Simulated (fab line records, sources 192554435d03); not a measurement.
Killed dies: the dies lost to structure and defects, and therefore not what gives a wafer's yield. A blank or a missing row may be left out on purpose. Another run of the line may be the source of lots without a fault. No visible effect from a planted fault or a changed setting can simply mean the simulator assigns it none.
fab line records	flow n5_finfet
[record] lots = 9	wafers = 25	last_day = 17
route steps=1938 shown BEOL_M0_SAQP@698 BEOL_M0_CUTY@708 BEOL_M0@715 BEOL_M4@1111
lots that met no fault: from a run of the same line without faults
start_h: the number of hours between the record's first day and the start of the first shown wafer of the lot	wait_h: how many hours have passed since the lot's step before this one	" unchanged from the row above	L1.1+2: one row covering several wafers at once	- either no value or no given start	* or withheld: withheld	< > ~ a bound
route shown NAME@n: a module of which the file shows steps, and the number in the route of the first	usual: mean/standard deviation of fault-free wafers	same: alike in all rows	chamber/n: place in a boat	sites: readings site by site	_std_site: standard deviation of those values	_edge_site: the outer-site mean with the inner-site mean subtracted	radius_mm: for every site, how far away it sits from the centre of the wafer	mask NAME#n: copy n	behind: the last tool/chamber to shape the wafer	hold: why the lot went on hold/how many hours it stayed there/how the hold came to an end	device: the n, p or np transistor that did not switch	end of line: the route-end tests of the same wafers	a step given without rows: its recipe and nothing more	killed: count of dies lost to structure and defects at first sort (not the wafer's yield)	map: per-die view of a wafer (x killed, . not killed, _ where there is no die)
set.NAME: the setting the step ran with; set.NAME@STEP: the setting that earlier step ran with	model.NAME: the simulator's own value behind a step, which no gauge read
steps of the route over a sample of lots; a table a step, a row a wafer
services: when a tool's chamber went out of use (start_h, in hours from the record's first day, below 0 if earlier), for how many hours, and the reason
[[steps]]
[step N5_BEOL_M0_SAQP_ALD_48]
[recipe] material = SiO2	target_thk_a = 200	temp_c = 100	ald_precursor_family = BDEAS	ald_co_reactant = O2-plasma	pulse_time_s = 1	co_reactant_pulse_time_s = 1	purge_time_s = 2	co_reactant_purge_time_s = 2	ald_cycles = 139	pressure_torr = 2
[usual] heater_power_w = 79/12	precursor_pulse_height_rel = 1.000/0.02
lot.wafer	tool	chamber	start_h	wait_h	heater_power_w	precursor_pulse_height_rel	since_wet_clean_h
L501.1	ald_sin-04	0	113.49	1.5	76	1.026	303
L501.4	"	1	"	"	64	1.033	303
L501.6	"	3	"	"	74	0.973	-
L502.1	ald_sin-04	1	123.77	0.0	64	1.018	313
L502.2	"	0	"	"	74	0.948	313
L502.4	"	3	"	"	71	0.990	313
L507.2	ald_sin-04	3	148.82	1.0	71	1.014	338
L507.4	"	0	"	"	73	1.003	338
L507.5	"	0	"	"	75	1.003	-
L508.1	ald_sin-02	2	154.96	0.0	75	0.995	253
L508.5	"	0	"	"	76	1.009	-
L508.6	"	3	"	"	83	0.996	-
L510.2	ald_sin-03	3	166.34	0.2	80	0.987	67
L510.4	"	1	"	"	105	1.002	67
L510.6	"	3	"	"	85	0.972	-
L512.2	ald_sin-03	3	186.23	0.0	82	1.001	87
L512.3	"	1	"	"	102	0.984	87
L512.6	"	0	"	"	61	0.989	-
L513.3	ald_sin-03	0	187.04	0.3	61	0.982	88
L513.4	"	2	"	"	91	1.024	88
L513.6	"	1	"	"	106	0.995	-
L521.2	ald_sin-02	1	241.75	0.0	82	0.995	340
L521.6	"	0	"	"	78	0.962	-
L523.4	ald_sin-02	0	245.80	0.0	78	1.003	344
L523.5	"	2	"	"	74	1.017	-
[step N5_BEOL_M0_CUTY_CD_MEAS_57]
[recipe] target_cd_nm = 200	landing_energy_ev = 500	detector = se_inlens	polarity = line
[usual] cd_nm = 200.1/0.95
lot.wafer	tool	chamber	start_h	wait_h	cd_nm
L501.1	cd_sem-03	0	114.56	-	199.4
L501.4	"	0	"	"	201.0
L501.6	"	0	"	"	201.0
L502.1	cd_sem-01	0	124.66	-	199.7
L502.2	"	0	"	"	199.3
L502.4	"	0	"	"	199.2
L507.2	cd_sem-01	0	149.72	-	199.6
L507.4	"	0	"	"	198.9
L507.5	"	0	"	"	200.4
L508.1	cd_sem-03	0	156.02	-	201.1
L508.5	"	0	"	"	200.7
L508.6	"	0	"	"	201.7
L510.2	cd_sem-01	0	167.36	-	200.4
L510.4	"	0	"	"	201.2
L510.6	"	0	"	"	200.5
L512.2	cd_sem-02	0	187.25	-	200.4
L512.3	"	0	"	"	199.9
L512.6	"	0	"	"	200.0
L513.3	cd_sem-01	0	187.94	-	200.9
L513.4	"	0	"	"	200.6
L513.6	"	0	"	"	200.0
L521.2	cd_sem-01	0	242.70	-	199.5
L521.6	"	0	"	"	199.2
L523.4	cd_sem-02	0	246.79	-	199.6
L523.5	"	0	"	"	199.8
[step N5_BEOL_M0_CUTY_ETCH_62]
[recipe] chemistry = CF4	target = SiARC	mask_material = CAR-ArF-block	time_s = 58.5	ion_energy_ev = 80	pressure_mtorr = 40	source_w = 545	bias_w = 36	Ar_flow_sccm = 100	cf4_flow_sccm = 100	ends = cleared
[usual] drypump_motor_current_A = 5.6/0.51	etch_rf_on_time_s = 57.4/1.7	oes_product_au = 0.71/0.08	rf_vpp_V = 184.1/1.2	showerhead_plenum_p_Torr = 2.14/0.076	throttle_valve_pct = 15.59/0.24
lot.wafer	tool	chamber	start_h	wait_h	drypump_motor_current_A	etch_rf_on_time_s	oes_product_au	rf_hours_counter_h	rf_vpp_V	showerhead_plenum_p_Torr	throttle_valve_pct
L501.1	rie_diel-01	0	114.69	0.0	4.7	58.7	0.63	178	184.6	2.12	15.51
L501.4	"	1	"	"	5.0	59.5	0.63	154	183.6	2.05	15.95
L501.6	"	3	"	"	5.4	58.5	0.80	-	182.8	2.10	15.34
L502.1	rie_diel-02	0	124.80	0.0	5.5	56.1	0.81	17	185.6	2.29	15.45
L502.2	"	2	"	"	5.8	56.6	0.83	1	185.7	2.20	15.42
L502.4	"	3	"	"	6.1	58.5	0.58	241	182.7	2.11	15.94
L507.2	rie_diel-01	1	149.84	0.0	5.0	58.2	0.63	166	182.8	2.05	15.96
L507.4	"	0	"	"	4.7	59.7	0.63	-	182.6	2.12	15.54
L507.5	"	3	"	"	5.4	59.1	0.77	-	184.1	2.10	15.37
L508.1	rie_diel-02	1	156.14	0.0	6.3	57.5	0.67	142	184.4	2.08	15.48
L508.5	"	0	"	"	5.5	56.4	0.78	-	186.3	2.28	15.46
L508.6	"	1	"	"	6.3	57.8	0.67	-	183.8	2.08	15.48
L510.2	rie_diel-01	1	167.49	0.0	5.0	58.8	0.62	173	182.5	2.05	15.96
L510.4	"	0	"	"	4.7	59.9	0.61	-	184.4	2.12	15.55
L510.6	"	2	"	"	6.2	59.5	0.83	-	184.6	2.20	15.40
L512.2	rie_diel-06	0	187.39	0.0	5.7	55.5	0.73	63	185.6	2.26	15.39
L512.3	"	1	"	"	6.3	55.1	0.80	21	184.0	2.10	15.34
L512.6	"	1	"	"	6.3	55.0	0.81	-	183.1	2.10	15.35
L513.3	rie_diel-06	3	188.22	0.0	5.6	55.7	0.69	95	183.1	2.07	15.66
L513.4	"	2	"	"	5.6	56.8	0.61	214	185.4	2.20	16.01
L513.6	"	0	"	"	5.7	55.6	0.74	-	185.3	2.26	15.39
L521.2	rie_diel-01	3	242.90	0.0	5.4	59.5	0.73	57	183.3	2.09	15.41
L521.6	"	3	"	"	5.4	58.6	0.74	-	183.1	2.09	15.42
L523.4	rie_diel-01	1	246.93	0.0	5.0	59.4	0.60	-	182.9	2.04	16.04
L523.5	"	0	"	"	4.7	59.3	0.61	-	185.2	2.11	15.61
[step N5_BEOL_M0_ETCH_138]
[recipe] chemistry = CH3F/O2	target_depth_a = 120	target = SiCN	time_s = 31.6	ion_energy_ev = 120	pressure_mtorr = 30	source_w = 395	bias_w = 75	Ar_flow_sccm = 150	CH3F_flow_sccm = 30	O2_flow_sccm = 20	ends = cleared
[usual] drypump_motor_current_A = 5.6/0.51	etch_rf_on_time_s = 28.6/0.96	oes_product_au = 0.70/0.08	rf_vpp_V = 297.3/1.7	showerhead_plenum_p_Torr = 2.00/0.077	throttle_valve_pct = 16.32/0.26
lot.wafer	tool	chamber	start_h	wait_h	drypump_motor_current_A	etch_rf_on_time_s	oes_product_au	rf_hours_counter_h	rf_vpp_V	showerhead_plenum_p_Torr	throttle_valve_pct
L501.1	rie_diel-01	0	114.86	0.0	4.7	28.9	0.63	179	297.3	1.97	16.14
L501.4	"	1	"	"	5.0	29.2	0.63	154	296.1	1.93	16.74
L501.6	"	3	"	"	5.4	29.1	0.79	-	297.8	1.96	16.05
L502.1	rie_diel-02	0	124.97	0.0	5.5	27.8	0.79	17	298.9	2.15	16.24
L502.2	"	2	"	"	5.8	27.3	0.83	1	298.7	2.06	16.14
L502.4	"	3	"	"	6.1	29.0	0.58	241	298.0	1.97	16.61
L507.2	rie_diel-01	1	150.01	0.0	5.0	28.8	0.63	166	296.0	1.92	16.77
L507.4	"	0	"	"	4.7	29.5	0.62	-	297.7	1.97	16.16
L507.5	"	3	"	"	5.4	28.7	0.78	-	297.2	1.96	16.08
L508.1	rie_diel-02	1	156.31	0.0	6.4	27.6	0.67	142	295.1	1.94	16.22
L508.5	"	0	"	"	5.5	27.8	0.77	-	299.3	2.15	16.25
L508.6	"	1	"	"	6.3	29.0	0.67	-	295.3	1.94	16.24
L510.2	rie_diel-01	1	167.66	0.0	5.0	27.8	0.63	173	295.7	1.92	16.76
L510.4	"	0	"	"	4.7	29.5	0.62	-	298.0	1.97	16.19
L510.6	"	2	"	"	6.1	28.6	0.84	-	297.6	2.05	16.13
L512.2	rie_diel-06	0	187.55	0.0	5.7	28.2	0.74	63	301.0	2.13	16.16
L512.3	"	1	"	"	6.3	27.3	0.81	21	296.5	1.96	16.02
L512.6	"	1	"	"	6.3	29.0	0.80	-	298.4	1.96	16.02
L513.3	rie_diel-06	3	188.39	0.0	5.5	27.4	0.69	95	296.1	1.94	16.42
L513.4	"	2	"	"	5.6	28.8	0.60	214	298.0	2.06	16.77
L513.6	"	0	"	"	5.7	28.3	0.73	-	298.9	2.13	16.15
L521.2	rie_diel-01	3	243.07	0.0	5.4	28.6	0.73	57	296.0	1.95	16.14
L521.6	"	3	"	"	5.4	38.3	0.62	-	295.2	1.95	16.13
L523.4	rie_diel-01	1	247.12	0.0	5.0	29.8	0.61	-	294.9	1.91	16.83
L523.5	"	0	"	"	4.7	39.6	0.52	-	296.5	1.96	16.22
[step N5_BEOL_M4_RC_MEAS_101]
[usual] DIBL_N = 36.8/1.5	DIBL_P = 37.1/2.1	IOFF_N = 0.168/0.03	IOFF_P = 0.22/0.034	ION_N = 679/12	ION_P = 466/8	SS_N = 71.7/0.58	SS_P = 73.5/0.67	VT_N = 248.8/2.7	VT_P = -250/3.3
lot.wafer	tool	chamber	start_h	wait_h	DIBL_N[mV/V]	DIBL_P[mV/V]	IOFF_N[nA/um]	IOFF_P[nA/um]	ION_N[uA/um]	ION_P[uA/um]	SS_N[mV/dec]	SS_P[mV/dec]	VT_N[mV]	VT_P[mV]
L501.1	prober-02	0	156.19	0.0	38.6	39.9	0.204	0.24	683	463	73.2	74.1	247.3	-249
L501.4	"	0	"	"	34.9	35.0	0.135	0.17	662	455	71.3	73.5	250.8	-256
L501.6	"	0	"	"	38.5	39.9	0.213	0.25	679	466	71.6	74.3	244.0	-247
L502.1	prober-01	0	170.64	0.0	37.6	39.4	0.203	0.29	694	475	71.2	74.3	245.8	-247
L502.2	"	0	"	"	37.3	37.8	0.181	0.25	679	466	71.3	73.5	249.1	-248
L502.4	"	0	"	"	38.0	39.2	0.197	0.28	679	470	71.7	74.9	247.4	-246
L507.2	prober-01	0	198.07	0.2	35.4	37.0	0.167	0.22	671	469	71.3	74.0	247.2	-249
L507.4	"	0	"	"	35.5	37.0	0.166	0.21	680	463	71.8	72.8	245.1	-248
L507.5	"	0	"	"	35.6	37.2	0.183	0.22	684	470	71.2	73.4	244.9	-247
L508.1	prober-02	0	207.27	0.0	39.4	37.8	0.201	0.25	695	471	71.9	74.3	248.2	-249
L508.5	"	0	"	"	37.6	36.6	0.169	0.23	684	466	72.0	73.3	250.7	-246
L508.6	"	0	"	"	37.8	37.7	0.178	0.25	695	478	72.0	73.8	247.1	-243
L510.2	prober-01	0	209.36	0.2	38.6	40.4	0.222	0.23	688	457	71.9	74.1	245.8	-253
L510.4	"	0	"	"	35.1	36.2	0.148	0.16	680	458	70.8	72.7	249.5	-257
L510.6	"	0	"	"	37.7	38.2	0.178	0.20	673	457	72.5	73.5	249.2	-254
L512.2	prober-01	0	237.39	0.2	35.2	34.7	0.149	0.19	680	466	71.2	73.7	248.8	-253
L512.3	"	0	"	"	34.9	33.7	0.131	0.18	663	459	71.7	73.0	252.6	-254
L512.6	"	0	"	"	33.5	31.6	0.115	0.15	658	449	71.1	72.5	254.1	-255
L513.3	prober-02	0	240.63	0.3	37.1	39.3	0.176	0.24	677	463	72.4	73.6	250.6	-246
L513.4	"	0	"	"	36.8	40.2	0.175	0.27	670	463	72.5	74.6	249.6	-246
L513.6	"	0	"	"	37.4	40.5	0.181	0.27	674	466	72.5	74.3	247.8	-246
L521.2	prober-02	0	294.62	0.2	38.9	37.8	0.177	0.19	678	460	72.3	73.9	247.2	-256
L521.6	"	0	"	"	38.6	36.7	0.174	0.18	683	462	72.4	73.7	249.3	-257
L523.4	prober-02	0	297.05	0.5	34.7	34.8	0.147	0.22	681	472	71.5	73.4	252.4	-247
L523.5	"	0	"	"	36.5	36.2	0.164	0.26	678	474	72.4	73.0	248.7	-246
[[services]]
tool	chamber	start_h	hours	kind
rie_diel-02	2	96.77	1.5	repair
rie_diel-02	2	101.58	-	clean
rie_diel-02	2	101.58	-	consumable_replace:focus_ring
rie_diel-02	2	101.58	20.0	scheduled_down
rie_diel-02	2	101.58	20.0	vent_cycle
rie_diel-06	1	109.69	-	clean
rie_diel-06	1	109.69	-	consumable_replace:focus_ring
rie_diel-06	1	109.69	20.6	scheduled_down
ald_sin-04	-	115.62	1.8	repair
rie_diel-01	3	130.35	4.5	repair
rie_diel-01	2	147.45	-	clean
rie_diel-01	2	147.45	-	consumable_replace:focus_ring
rie_diel-01	2	147.45	14.8	scheduled_down
rie_diel-01	2	147.45	14.8	vent_cycle
rie_diel-01	-	148.96	0.1	repair
rie_diel-02	1	158.46	5.5	repair
ald_sin-04	-	176.82	14.0	pm
ald_sin-02	1	187.06	8.4	repair
ald_sin-02	-	206.86	2.8	pm
rie_diel-06	-	215.62	15.6	pm
ald_sin-02	3	223.33	2.2	repair
rie_diel-02	2	235.45	2.4	repair
ald_sin-03	3	241.06	5.0	repair
rie_diel-01	3	246.14	18.9	repair
[[key]]
[first_sign] step = N5_BEOL_M0_ETCH_138	reading = etch_rf_on_time_s	direction = up	sigmas = 11	usual = *	struck = *
effect none on later readings
met_at N5_BEOL_M0_ETCH_138
struck_lots L521,L523
struck_wafers L521.6,L523.5
not_acting_at N5_BEOL_M0_SAQP_ALD_48,N5_BEOL_M0_CUTY_CD_MEAS_57,N5_BEOL_M0_CUTY_ETCH_62
onset_between 167.66 243.07
[fault] kind = process_parameter_drift	tool = rie_diel-01	chamber = -	onset_h = 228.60	steps = N5_BEOL_M0_ETCH_138	channel = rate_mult	offset = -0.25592	shape = step	end_h = 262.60	scope = struck_wafers_only
